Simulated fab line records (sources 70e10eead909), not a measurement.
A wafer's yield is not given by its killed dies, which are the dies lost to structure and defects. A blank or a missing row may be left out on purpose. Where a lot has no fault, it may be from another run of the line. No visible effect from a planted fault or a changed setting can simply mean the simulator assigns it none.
Chamber matching || flow nand_harc || rie_diel-12 running NHARC_A_STAIRCASE_DESCUM_252: 4 sister chambers
The step chemistry O2, time 3 s. 8 wafers are shown with their chamber, then 8 later ones without.

WAFERS PAIRED WITH THEIR CHAMBERS
{"wafer": "L076.1", "chamber": 1, "drypump_motor_current_A (A)": 6.3, "showerhead_plenum_p_Torr (Torr)": 1.76}
{"wafer": "L076.5", "chamber": 2, "drypump_motor_current_A (A)": 6.3, "showerhead_plenum_p_Torr (Torr)": 1.89}
{"wafer": "L087.5", "chamber": 3, "drypump_motor_current_A (A)": 5.9, "showerhead_plenum_p_Torr (Torr)": 2.05}
{"wafer": "L087.6", "chamber": 0, "drypump_motor_current_A (A)": 6.2, "showerhead_plenum_p_Torr (Torr)": 1.84}
{"wafer": "L091.2", "chamber": 3, "drypump_motor_current_A (A)": 5.9, "showerhead_plenum_p_Torr (Torr)": 2.05}
{"wafer": "L091.3", "chamber": 2, "drypump_motor_current_A (A)": 6.3, "showerhead_plenum_p_Torr (Torr)": 1.88}
{"wafer": "L091.5", "chamber": 1, "drypump_motor_current_A (A)": 6.2, "showerhead_plenum_p_Torr (Torr)": 2.07}
{"wafer": "L089.4", "chamber": 0, "drypump_motor_current_A (A)": 6.2, "showerhead_plenum_p_Torr (Torr)": 1.84}

WAFERS WITHOUT THEIR CHAMBER
{"wafer": "L089.5", "drypump_motor_current_A (A)": 6.2, "showerhead_plenum_p_Torr (Torr)": 2.07}
{"wafer": "L089.6", "drypump_motor_current_A (A)": 6.2, "showerhead_plenum_p_Torr (Torr)": 1.84}
{"wafer": "L094.2", "drypump_motor_current_A (A)": 6.2, "showerhead_plenum_p_Torr (Torr)": 2.06}
{"wafer": "L094.4", "drypump_motor_current_A (A)": 6.2, "showerhead_plenum_p_Torr (Torr)": 1.83}
{"wafer": "L094.6", "drypump_motor_current_A (A)": 5.9, "showerhead_plenum_p_Torr (Torr)": 2.04}
{"wafer": "L096.2", "drypump_motor_current_A (A)": 5.9, "showerhead_plenum_p_Torr (Torr)": 2.04}
{"wafer": "L096.3", "drypump_motor_current_A (A)": 6.3, "showerhead_plenum_p_Torr (Torr)": 2.06}
{"wafer": "L096.5", "drypump_motor_current_A (A)": 5.9, "showerhead_plenum_p_Torr (Torr)": 2.04}

WHICH CHAMBER EACH WENT THROUGH
{"wafer": "L089.5", "from the rows above": "can't be placed: 1 or 0 or 2", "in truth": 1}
{"wafer": "L089.6", "from the rows above": "can't be placed: 0 or 1", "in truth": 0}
{"wafer": "L094.2", "from the rows above": "can't be placed: 1 or 0 or 2", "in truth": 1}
{"wafer": "L094.4", "from the rows above": "can't be placed: 0 or 1", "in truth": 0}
{"wafer": "L094.6", "from the rows above": 3, "in truth": 3}
{"wafer": "L096.2", "from the rows above": 3, "in truth": 3}
{"wafer": "L096.3", "from the rows above": "can't be placed: 2 or 1 or 0", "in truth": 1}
{"wafer": "L096.5", "from the rows above": 3, "in truth": 3}
Correctly placed: 3 of 8. Not placeable from these rows: 5 (in 5, the candidates include the true chamber). Number placed wrongly: 0.
How it was worked out, from the rows above alone: a wafer's distance from a chamber is the root of the sum, over the readings, of the square of ((its reading less the chamber's mean) divided by the reading's scatter). If the next closest chamber is less than 2 further off than the closest, the wafer can't be placed; otherwise it belongs to the closest. For every chamber, the mean is computed from those of its wafers that are shown. The scatter: take each reading less its chamber's mean, square it, sum over the shown wafers, divide by the number of wafers less the number of chambers, and take the root.
